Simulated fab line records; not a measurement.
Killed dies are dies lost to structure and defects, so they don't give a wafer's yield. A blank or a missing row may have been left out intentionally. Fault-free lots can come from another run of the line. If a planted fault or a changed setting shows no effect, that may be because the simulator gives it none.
Chamber matching + flow nandHarc + rieDiel-12 running NHARC_A_CONTACT_DESCUM_13: 4 sister chambers
The step chemistry O2, time 3 s. 8 wafers are shown with their chamber, then 7 later ones without.

## EACH WAFER AND ITS CHAMBER
| wafer  | chamber | drypumpMotorCurrentA (A) | showerheadPlenumPTorr (Torr) |
|--------|---------|--------------------------|------------------------------|
| L074.4 | 0       | 6.12                     | 1.91                         |
| L082.4 | 3       | 6.18                     | 1.99                         |
| L086.6 | 1       | 5.78                     | 1.78                         |
| L087.1 | 0       | 6.12                     | 1.90                         |
| L087.2 | 1       | 5.79                     | 1.78                         |
| L087.4 | 2       | 5.56                     | 1.88                         |
| L094.1 | 3       | 6.20                     | 1.98                         |
| L094.2 | 2       | 5.58                     | 1.88                         |

## WAFERS WHOSE CHAMBER IS MISSING
| wafer  | drypumpMotorCurrentA (A) | showerheadPlenumPTorr (Torr) |
|--------|--------------------------|------------------------------|
| L094.3 | 5.80                     | 1.78                         |
| L092.3 | 5.79                     | 1.78                         |
| L092.5 | 5.79                     | 1.78                         |
| L092.6 | 5.58                     | 1.88                         |
| L093.2 | 6.20                     | 1.98                         |
| L093.3 | 5.78                     | 1.78                         |
| L093.6 | 6.13                     | 1.90                         |

## CHAMBER TAKEN BY EACH
| wafer  | from the rows above | in truth |
|--------|---------------------|----------|
| L094.3 | 1                   | 1        |
| L092.3 | 1                   | 1        |
| L092.5 | 1                   | 1        |
| L092.6 | 2                   | 2        |
| L093.2 | 3                   | 3        |
| L093.3 | 1                   | 1        |
| L093.6 | 0                   | 0        |
Correct placement for 7 of the 7. Not placeable from these rows: 0. Placed wrongly: 0.
How it was worked out, from the rows above alone: a wafer's distance from a chamber is the root of the sum, over the readings, of the square of ((its reading less the chamber's mean) divided by the reading's scatter). The wafer belongs to the nearest chamber; if the next one is less than 2 further off, it can't be placed. Each chamber's mean is taken over the wafers shown for it. The scatter is the square root of a quotient: the sum, over the shown wafers, of each reading's squared deviation from its chamber's mean, divided by wafers minus chambers.
